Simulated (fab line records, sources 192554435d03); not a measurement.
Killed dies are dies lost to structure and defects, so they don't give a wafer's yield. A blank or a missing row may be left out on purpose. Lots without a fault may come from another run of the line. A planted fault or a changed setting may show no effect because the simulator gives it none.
fab line records | flow n5_finfet | part 2 of 2: steps 28 to 33 of 33
record lots=5 wafers=15 last_day=17
route steps=1938 shown WELL_APT@41 PMOS_HMC_CHANNEL_EPI@57
lots that met no fault: from a run of the same line without faults
start_h: hours from the record's first day to the start of the lot's first wafer shown | wait_h: hours since the lot's step before | " the same as in the row above | L1.1+2: a row that stands for several wafers | - no value, or no start given | * or withheld: withheld | < > ~ a bound
route shown NAME@n: a module of which the file shows steps, and the number in the route of the first | usual: mean/standard deviation of fault-free wafers | same: alike in all rows | chamber/n: place in a boat | sites: the reading at each site | _std_site: their standard deviation | _edge_site: outer sites' mean less inner sites' | radius_mm: how far each site lies from the wafer's centre | mask NAME#n: copy n | behind: the tool/chamber that last shaped the wafer | hold: why the lot was held/for how many hours/how that ended | device: the transistor (n, p or np) that didn't switch | end of line: the same wafers' tests at the end of the route | a step without rows: its recipe alone | killed: dies lost to structure and defects at the first sort, not the wafer's yield | map: a wafer's dies, x killed, . not, _ none there
set.NAME: the setting as run; set.NAME@STEP: as run at that earlier step | model.NAME: the simulator's own value behind a step, which no gauge read
lots at some steps of the route; a table a step, a row a wafer
services: from which hour (start_h, from the record's first day; less than 0 if before it) a tool's chamber was out of use, for how many hours, and why
## steps
# step N5_PMOS_HMC_CHANNEL_EPI_DESCUM_14
# recipe chemistry=O2 time_s=7.9 source_power_w=50 bias_power_w=20 pressure_mtorr=20 rf_frequency_hz=2.712e+07 temp_c=40 resist=CAR-ArF-block o2_flow_sccm=225
# usual drypump_motor_current_A=5.7/0.39 oes_product_au=0.80/0.079 rf_fwd_power_W=49.38/0.26 rf_vpp_V=243.5/1.2 showerhead_plenum_p_Torr=2.11/0.044 throttle_valve_pct=20.4/0.31
# columns lot.wafer tool chamber start_h wait_h drypump_motor_current_A oes_product_au rf_fwd_power_W rf_hours_counter_h rf_vpp_V showerhead_plenum_p_Torr throttle_valve_pct
L078.2 rie_diel-01 1 41.43 0.0 5.7 0.89 49.37 41 243.1 2.14 20.4
L078.4 " 0 " " 5.6 0.81 48.86 - 243.3 2.12 20.4
L078.6 " 2 " " 5.7 0.92 49.58 - 242.0 2.06 20.1
L084.4 rie_diel-05 3 77.32 0.0 5.4 0.78 49.52 138 242.8 2.10 20.9
L084.5 " 0 " " 5.7 0.72 49.28 - 243.6 2.09 20.8
L084.6 " 3 " " 5.4 0.77 49.54 - 243.3 2.10 20.9
L085.1 rie_diel-05 3 83.83 0.0 5.4 0.77 49.29 140 242.1 2.10 20.9
L085.5 " 3 " " 5.4 0.77 49.45 - 243.1 2.10 20.9
L085.6 " 2 " " 5.0 0.95 49.81 - 243.9 2.15 19.8
L091.1 rie_diel-01 2 119.33 0.0 5.7 0.88 49.81 37 242.7 2.05 20.1
L091.3 " 3 " " 5.2 0.69 49.53 232 244.7 2.14 20.4
L091.4 " 0 " " 5.7 0.78 49.12 120 242.4 2.11 20.4
L094.3 rie_diel-05 3 137.89 0.3 5.4 0.75 49.39 160 242.5 2.09 20.9
L094.4 " 0 " " 5.7 0.70 49.36 - 242.7 2.08 20.8
L094.5 " 1 " " 6.2 0.82 49.06 - 243.6 2.12 20.7
# step N5_PMOS_HMC_CHANNEL_EPI_ETCH_32
# recipe chemistry=N2/H2 target=BARC stop_on=SiO2 target_depth_a=858 over_etch_frac=0.3 time_s=50.3 ion_energy_ev=200 mask_material=CAR-ArF-block pressure_mtorr=30 source_w=840 bias_w=150 n2_flow_sccm=200 h2_flow_sccm=200
# usual drypump_motor_current_A=5.7/0.39 oes_product_au=0.69/0.063 rf_fwd_power_W=832/4 rf_vpp_V=524.5/1.8 showerhead_plenum_p_Torr=2.56/0.056 throttle_valve_pct=17.8/0.3
# same over_etch_frac=0.3
# columns lot.wafer tool chamber start_h wait_h drypump_motor_current_A oes_product_au rf_fwd_power_W rf_hours_counter_h rf_vpp_V showerhead_plenum_p_Torr throttle_valve_pct
L078.2 rie_diel-01 1 41.46 0.0 5.7 0.76 836 41 525.0 2.59 17.7
L078.4 " 0 " " 5.6 0.68 825 - 524.1 2.57 17.8
L078.6 " 2 " " 5.7 0.78 838 - 521.1 2.49 17.4
L084.4 rie_diel-05 3 77.35 0.0 5.5 0.66 828 138 524.5 2.54 18.2
L084.5 " 0 " " 5.7 0.61 836 - 523.1 2.52 18.1
L084.6 " 3 " " 5.4 0.66 831 - 523.8 2.54 18.2
L085.1 rie_diel-05 3 83.87 0.0 5.4 0.66 832 140 523.4 2.54 18.2
L085.5 " 3 " " 5.4 0.66 830 - 523.6 2.54 18.2
L085.6 " 2 " " 5.0 0.80 837 - 523.7 2.60 17.2
L091.1 rie_diel-01 2 119.36 0.0 5.7 0.74 838 37 522.5 2.48 17.4
L091.3 " 3 " " 5.1 0.60 832 232 527.8 2.62 17.9
L091.4 " 0 " " 5.6 0.67 820 120 525.8 2.56 17.9
L094.3 rie_diel-05 3 137.93 0.0 5.4 0.65 830 160 524.1 2.53 18.2
L094.4 " 0 " " 5.7 0.61 830 - 524.1 2.51 18.1
L094.5 " 1 " " 6.2 0.71 828 - 525.8 2.56 18.1
# step N5_PMOS_HMC_CHANNEL_EPI_HM_OPEN_15
# recipe chemistry=CHF3/O2 target=SiO2 mask_material=CAR-ArF-block target_depth_a=406 CHF3_flow_sccm=50 O2_flow_sccm=5 Ar_flow_sccm=200 time_s=20.3 pressure_mtorr=30 source_w=650 bias_w=170 ion_energy_ev=200
# usual drypump_motor_current_A=5.7/0.4 oes_product_au=0.80/0.079 rf_fwd_power_W=644.7/2.6 rf_vpp_V=523/5.3 showerhead_plenum_p_Torr=2.43/0.05 throttle_valve_pct=18.88/0.29
# columns lot.wafer tool chamber start_h wait_h drypump_motor_current_A oes_product_au rf_fwd_power_W rf_hours_counter_h rf_vpp_V showerhead_plenum_p_Torr throttle_valve_pct
L078.2 rie_diel-01 1 41.51 0.0 5.7 0.88 648.4 41 533 2.46 18.76
L078.4 " 0 " " 5.6 0.81 638.7 - 522 2.44 18.85
L078.6 " 2 " " 5.7 0.92 644.7 - 531 2.36 18.47
L084.4 rie_diel-05 3 77.39 0.0 5.4 0.77 645.4 138 520 2.41 19.33
L084.5 " 0 " " 5.7 0.72 642.4 - 517 2.39 19.21
L084.6 " 3 " " 5.4 0.77 646.3 - 516 2.41 19.33
L085.1 rie_diel-05 3 83.91 0.0 5.4 0.77 644.9 140 517 2.41 19.33
L085.5 " 3 " " 5.4 0.77 647.6 - 517 2.41 19.33
L085.6 " 2 " " 5.0 0.94 647.8 - 515 2.47 18.30
L091.1 rie_diel-01 2 119.40 0.0 5.7 0.88 647.3 37 527 2.35 18.53
L091.3 " 3 " " 5.1 0.69 645.7 232 524 2.48 18.96
L091.4 " 0 " " 5.6 0.78 640.2 120 523 2.43 18.87
L094.3 rie_diel-05 3 137.97 0.0 5.4 0.76 646.2 160 517 2.40 19.35
L094.4 " 0 " " 5.7 0.71 644.8 - 518 2.39 19.25
L094.5 " 1 " " 6.2 0.82 640.6 - 524 2.43 19.15
# step N5_PMOS_HMC_CHANNEL_EPI_STRIP_33
# recipe chemistry=N2/H2 power_w=500 temp_c=40 pressure_mtorr=50 rf_frequency_hz=6e+07 overash_fraction=0.3 bias_power_w=8 h2_frac=0.5 n2_flow_sccm=300 h2_flow_sccm=300
# usual drypump_motor_current_A=5.7/0.39 oes_product_au=0.81/0.08 rf_vpp_V=54.3/1.6 showerhead_plenum_p_Torr=3.39/0.071 throttle_valve_pct=18.8/0.36
# columns lot.wafer tool chamber start_h wait_h drypump_motor_current_A oes_product_au rf_hours_counter_h rf_vpp_V showerhead_plenum_p_Torr throttle_valve_pct
L078.2 rie_diel-01 1 41.56 0.0 5.7 0.88 41 54.3 3.42 18.7
L078.4 " 0 " " 5.6 0.79 - 52.9 3.40 18.9
L078.6 " 2 " " 5.7 0.94 - 56.4 3.29 18.3
L084.4 rie_diel-05 3 77.45 0.0 5.4 0.78 138 57.4 3.36 19.0
L084.5 " 0 " " 5.7 0.72 - 54.8 3.33 19.0
L084.6 " 3 " " 5.4 0.79 - 56.1 3.35 19.0
L085.1 rie_diel-05 3 83.97 0.0 5.4 0.78 140 54.1 3.35 19.0
L085.5 " 3 " " 5.4 0.77 - 55.9 3.35 19.0
L085.6 " 2 " " 5.0 0.95 - 53.8 3.43 18.0
L091.1 rie_diel-01 2 119.46 0.0 5.7 0.90 37 53.0 3.28 18.3
L091.3 " 3 " " 5.2 0.70 232 58.2 3.46 18.9
L091.4 " 0 " " 5.6 0.78 120 54.5 3.38 19.0
L094.3 rie_diel-05 3 138.03 0.0 5.4 0.74 160 54.1 3.34 19.0
L094.4 " 0 " " 5.7 0.71 - 55.3 3.32 19.0
L094.5 " 1 " " 6.2 0.81 - 50.2 3.39 19.3
# step N5_PMOS_HMC_CHANNEL_EPI_STRIP_17
# recipe chemistry=SPM time_s=750 temp_c=130 h2so4_h2o2_vol_ratio=4 dry=ipa_marangoni
# columns lot.wafer tool chamber start_h wait_h
L078.2+4+6 wet_bench-02 5,4,3 41.63 -
L084.4+5+6 wet_bench-03 2,6,5 77.52 -
L085.1+5+6 wet_bench-02 3,4,7 84.03 -
L091.1+3+4 wet_bench-02 5,7,0 119.53 -
L094.3+4+5 wet_bench-03 6,0,7 138.09 -
# step N5_PMOS_HMC_CHANNEL_EPI_ETCH_38
# recipe chemistry=CF4 target=SiO2 target_depth_a=15 ion_energy_ev=350 pressure_mtorr=10 icp_w=800 bias_w=400 cf4_flow_sccm=80
# usual cf4_flow_sccm=80.00/0.23 drypump_motor_current_A=5.7/0.52 oes_product_au=0.992/0.017 rf_fwd_power_W=783/4 throttle_valve_pct=21.74/0.27
# columns lot.wafer tool chamber start_h wait_h cf4_flow_sccm drypump_motor_current_A oes_product_au rf_fwd_power_W rf_hours_counter_h throttle_valve_pct
L078.2 rie_si-02 1 41.86 0.0 79.92 5.4 1.012 781 66 22.08
L078.4 " 3 " " 80.21 5.8 0.974 789 32 21.61
L078.6 " 3 " " 80.35 5.8 0.997 787 - 21.60
L084.4 rie_si-06 2 77.75 0.0 80.15 6.5 0.958 780 1 21.65
L084.5 " 3 " " 79.72 5.8 1.001 776 - 21.37
L084.6 " 2 " " 80.37 6.5 0.972 782 - 21.64
L085.1 rie_si-06 3 84.27 0.0 80.04 5.8 0.994 779 193 21.37
L085.5 " 1 " " 80.19 5.5 0.990 780 - 21.52
L085.6 " 0 " " 79.87 6.6 0.974 781 - 21.73
L091.1 rie_si-05 2 119.76 0.0 79.57 4.8 0.976 783 49 21.64
L091.3 " 3 " " 79.89 5.4 0.981 790 46 22.18
L091.4 " 0 " " 80.02 5.9 1.015 788 156 22.11
L094.3 rie_si-02 1 138.34 0.0 80.12 5.4 1.014 780 68 22.09
L094.4 " 2 " " 79.73 5.2 0.974 785 173 22.08
L094.5 " 3 " " 80.10 5.8 0.987 789 - 21.60
## services
# columns tool chamber start_h hours kind
implanter-01 - 20.30 3.4 repair
arfi_scanner-01 - 34.55 1.3 pm
epi_rpcvd-04 - 35.30 4.4 repair
rie_diel-01 3 39.06 7.1 repair
implanter-01 - 43.59 7.1 pm
rie_diel-01 1 43.87 7.9 repair
rie_diel-01 0 45.22 2.3 repair
arfi_scanner-03 - 49.43 1.3 pm
arfi_scanner-03 - 55.10 1.0 pm
rie_diel-06 - 60.80 0.3 repair
wet_bench-05 - 61.33 4.4 pm
arfi_scanner-03 - 68.38 1.0 pm
rie_si-02 3 70.82 6.4 repair
wet_bench-03 - 71.53 1.3 repair
implanter-01 - 73.70 3.5 pm
pecvd-01 0 78.76 31.7 repair
arfi_scanner-03 - 92.94 1.3 repair
rie_diel-05 0 106.62 15.8 repair
implanter-02 - 113.85 2.3 pm
implanter-02 - 122.14 1.8 repair
rie_diel-01 0 123.95 6.4 repair
implanter-01 - 125.20 0.5 repair
pecvd-01 - 130.28 0.3 repair
implanter-01 - 137.79 6.3 pm
